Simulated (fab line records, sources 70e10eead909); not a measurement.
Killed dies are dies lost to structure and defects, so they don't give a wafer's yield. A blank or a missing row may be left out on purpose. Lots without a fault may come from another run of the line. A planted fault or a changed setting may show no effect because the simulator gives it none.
Which tool did it? | flow nand_harc | 15 lots, 45 wafers sampled, at 4 steps of a route of 1302

WHAT THE GAUGES READ, wafer by wafer
NHARC_A_CONTACT_CD_MEAS_69: target cd 300 nm. Usual: cd_nm 300.1 nm, standard deviation 0.42.
lot  | measured     | on        | cd_nm (nm)        | flag
L643 | day 22 18:40 | cd_sem-03 | 299.6 299.5 299.2 |
L645 | day 24 01:25 | cd_sem-01 | 299.7 299.7 299.7 |
L647 | day 24 19:24 | cd_sem-03 | 299.9 299.5 300.2 |
L646 | day 24 19:33 | cd_sem-01 | 299.9 299.9 300.2 |
L648 | day 25 10:17 | cd_sem-02 | 300.5 300.2 300.4 |
L649 | day 25 17:49 | cd_sem-01 | 300.2 300.0 300.3 |
L651 | day 26 02:01 | cd_sem-01 | 300.1 300.5 300.5 |
L652 | day 26 06:18 | cd_sem-01 | 300.0 299.5 299.7 |
L650 | day 26 08:43 | cd_sem-02 | 299.5 300.6 300.1 |
L654 | day 27 09:13 | cd_sem-01 | 299.9 300.0 299.6 |
L656 | day 27 10:29 | cd_sem-02 | - - -             | OFF
L655 | day 28 03:46 | cd_sem-03 | - - -             | OFF
L657 | day 28 18:08 | cd_sem-01 | - - -             | OFF
L663 | day 31 00:15 | cd_sem-02 | 300.6 300.3 300.3 |
L664 | day 31 19:01 | cd_sem-02 | 300.3 299.8 300.4 |

WHICH TOOL RAN EACH LOT (tool, then ch and the chambers of the sampled wafers, then the start)
lot  | NHARC_A_CONTACT_ETCH_122             | NHARC_A_CONTACT_STRIP_55                      | NHARC_A_CONTACT_PEB_67
L643 | har_cap_etch-02 ch 0,1, day 22 11:25 | rie_diel-04 ch 0,2,3, day 22 18:35 or earlier | litho_track-04 ch 0, day 22 18:35
L645 | har_cap_etch-02 ch 0,1, day 23 16:56 | rie_diel-12 ch 0,3, day 24 01:21 or earlier   | litho_track-01 ch 0, day 24 01:21
L647 | har_cap_etch-01 ch 0,1, day 24 08:07 | rie_diel-04 ch 1,2,3, day 24 19:19 or earlier | litho_track-01 ch 0, day 24 19:19
L646 | har_cap_etch-02 ch 0,1, day 24 08:23 | rie_diel-12 ch 0,2, day 24 19:29 or earlier   | litho_track-06 ch 0, day 24 19:29
L648 | har_cap_etch-03 ch 0,1, day 25 01:19 | rie_diel-07 ch 0,1, day 25 10:12 or earlier   | litho_track-01 ch 0, day 25 10:12
L649 | har_cap_etch-02 ch 0,1, day 25 09:25 | rie_diel-12 ch 0,1,2, day 25 17:44 or earlier | litho_track-06 ch 0, day 25 17:44
L651 | har_cap_etch-02 ch 0,1, day 25 19:44 | rie_diel-04 ch 0,2, day 26 01:56 or earlier   | litho_track-04 ch 0, day 26 01:56
L652 | har_cap_etch-02 ch 0, day 25 22:34   | rie_diel-12 ch 0,1,3, day 26 06:13 or earlier | litho_track-04 ch 0, day 26 06:13
L650 | har_cap_etch-03 ch 0,1, day 26 02:04 | rie_diel-12 ch 0,1,2, day 26 08:38 or earlier | litho_track-01 ch 0, day 26 08:38
L654 | har_cap_etch-01 ch 0,1, day 27 02:54 | rie_diel-07 ch 1,2,3, day 27 09:08 or earlier | litho_track-04 ch 0, day 27 09:08
L656 | har_cap_etch-03 ch 0,1, day 27 04:14 | rie_diel-07 ch 0,2,3, day 27 10:23 or earlier | litho_track-01, day 27 10:23
L655 | har_cap_etch-03 ch 0,1, day 27 20:04 | rie_diel-04 ch 0,2,3, day 28 03:41 or earlier | litho_track-04, day 28 03:41
L657 | har_cap_etch-02 ch 0,1, day 28 11:52 | rie_diel-12 ch 0,3, day 28 18:03 or earlier   | litho_track-01, day 28 18:03
L663 | har_cap_etch-03 ch 0,1, day 30 17:46 | rie_diel-12 ch 0,1,2, day 31 00:10 or earlier | litho_track-04 ch 0, day 31 00:10
L664 | har_cap_etch-03 ch 1, day 31 12:38   | rie_diel-07 ch 1,2, day 31 18:56 or earlier   | litho_track-06 ch 0, day 31 18:56
- NHARC_A_CONTACT_ETCH_122: etches the open film in C4F8/O2/Ar, time 190 s, target depth 1850 nm.
- NHARC_A_CONTACT_STRIP_55: strips in O2.
- NHARC_A_CONTACT_PEB_67: peb time 65 s.

WHAT THE TOOLS THEMSELVES READ (means of the sampled wafers that have a number; where no wafer has one, the mark that the record gives instead)
NHARC_A_CONTACT_ETCH_122. Usual: oes_air_line_au 1.002 a.u., standard deviation 0.019.
lot  | tool            | oes_air_line_au (a.u.) | flag
L643 | har_cap_etch-02 | 1.001                  |
L645 | har_cap_etch-02 | 0.988                  |
L647 | har_cap_etch-01 | 0.978                  |
L646 | har_cap_etch-02 | 1.017                  |
L648 | har_cap_etch-03 | 1.008                  |
L649 | har_cap_etch-02 | 1.005                  |
L651 | har_cap_etch-02 | 0.999                  |
L652 | har_cap_etch-02 | 1.007                  |
L650 | har_cap_etch-03 | 0.984                  |
L654 | har_cap_etch-01 | 1.012                  |
L656 | har_cap_etch-03 | 0.992                  |
L655 | har_cap_etch-03 | 1.009                  |
L657 | har_cap_etch-02 | 1.015                  |
L663 | har_cap_etch-03 | 1.001                  |
L664 | har_cap_etch-03 | 1.006                  |

NHARC_A_CONTACT_STRIP_55. Usual: drypump_motor_current_A 5.9 A, standard deviation 0.44; oes_product_au 0.999 a.u., standard deviation 0.007; rf_vpp_V 57.7 V, standard deviation 0.88; showerhead_plenum_p_Torr 3.54 Torr, standard deviation 0.16; throttle_valve_pct 17.037 %, standard deviation 0.0086.
lot  | tool        | drypump_motor_current_A (A) | oes_product_au (a.u.) | rf_vpp_V (V) | showerhead_plenum_p_Torr (Torr) | throttle_valve_pct (%) | flag
L643 | rie_diel-04 | 5.6                         | 1.012                 | 56.9         | 3.36                            | 17.043                 |
L645 | rie_diel-12 | 6.2                         | 0.991                 | 57.9         | 3.56                            | 17.042                 |
L647 | rie_diel-04 | 5.4                         | 0.993                 | 57.7         | 3.39                            | 17.031                 |
L646 | rie_diel-12 | 5.7                         | 0.997                 | 57.7         | 3.51                            | 17.040                 |
L648 | rie_diel-07 | 6.1                         | 1.002                 | 58.1         | 3.38                            | 17.034                 |
L649 | rie_diel-12 | 5.8                         | 0.997                 | 58.0         | 3.57                            | 17.037                 |
L651 | rie_diel-04 | 5.8                         | 0.994                 | 57.3         | 3.49                            | 17.036                 |
L652 | rie_diel-12 | 6.1                         | 0.992                 | 58.0         | 3.60                            | 17.035                 |
L650 | rie_diel-12 | 5.8                         | 0.999                 | 57.7         | 3.57                            | 17.029                 |
L654 | rie_diel-07 | 5.8                         | 0.993                 | 58.0         | 3.56                            | 17.039                 |
L656 | rie_diel-07 | 6.2                         | 0.999                 | 56.8         | 3.46                            | 17.043                 |
L655 | rie_diel-04 | 5.6                         | 1.003                 | 58.6         | 3.51                            | 17.033                 |
L657 | rie_diel-12 | 6.2                         | 1.000                 | 58.6         | 3.55                            | 17.034                 |
L663 | rie_diel-12 | 5.8                         | 0.998                 | 57.8         | 3.56                            | 17.043                 |
L664 | rie_diel-07 | 5.9                         | 0.993                 | 58.3         | 3.69                            | 17.031                 |

NHARC_A_CONTACT_PEB_67. Usual: chill_plate_temp_C 23.03 C, standard deviation 0.11; exhaust_pa 45.2 Pa, standard deviation 0.8.
lot  | tool           | chill_plate_temp_C (C) | exhaust_pa (Pa) | flag
L643 | litho_track-04 | 23.00                  | 45.2            |
L645 | litho_track-01 | 23.11                  | 45.8            |
L647 | litho_track-01 | 23.02                  | 45.1            |
L646 | litho_track-06 | 22.93                  | 45.2            |
L648 | litho_track-01 | 22.89                  | 45.1            |
L649 | litho_track-06 | 23.02                  | 45.4            |
L651 | litho_track-04 | 23.08                  | 45.9            |
L652 | litho_track-04 | 22.97                  | 43.1            |
L650 | litho_track-01 | 22.93                  | 44.7            |
L654 | litho_track-04 | 23.16                  | 45.3            |
L656 | litho_track-01 | -                      | -               | OFF
L655 | litho_track-04 | -                      | -               | OFF
L657 | litho_track-01 | -                      | -               | OFF
L663 | litho_track-04 | 23.10                  | 44.7            |
L664 | litho_track-06 | 23.00                  | 45.4            |

THE ANSWER, worked out from the rows above alone
Rule: a lot is off if the mean of its wafers that have a number lies more than 3 standard deviations from the usual mean. A lot without any number at a reading at which 4 lots or more have one is off too. The other lots that the step has rows for count as sound. The gauges are gone through in route order, then the tools' own readings, and for those a lot's mean is taken as printed above. The first step at which some lot is off is used, and at that step the reading that is off furthest; a lot without a number counts as furthest.
Off: L656, L655, L657, at NHARC_A_CONTACT_CD_MEAS_69 (cd_nm). Without a number there: L656, L655, L657.
A tool fits if, at a process step before that reading, it ran every lot that is off, and no sound lot after the first of them. The gauges at NHARC_A_CONTACT_CD_MEAS_69 aren't tried: what is off there is off at NHARC_A_CONTACT_PEB_67 too, on other tools, and a gauge's error can't cause that. NHARC_A_CONTACT_STRIP_55 gives no start for some lots, so the hours and the order of its lots are those of NHARC_A_CONTACT_PEB_67. None of those tried fits.

WHAT THE SIMULATOR HAD PUT IN
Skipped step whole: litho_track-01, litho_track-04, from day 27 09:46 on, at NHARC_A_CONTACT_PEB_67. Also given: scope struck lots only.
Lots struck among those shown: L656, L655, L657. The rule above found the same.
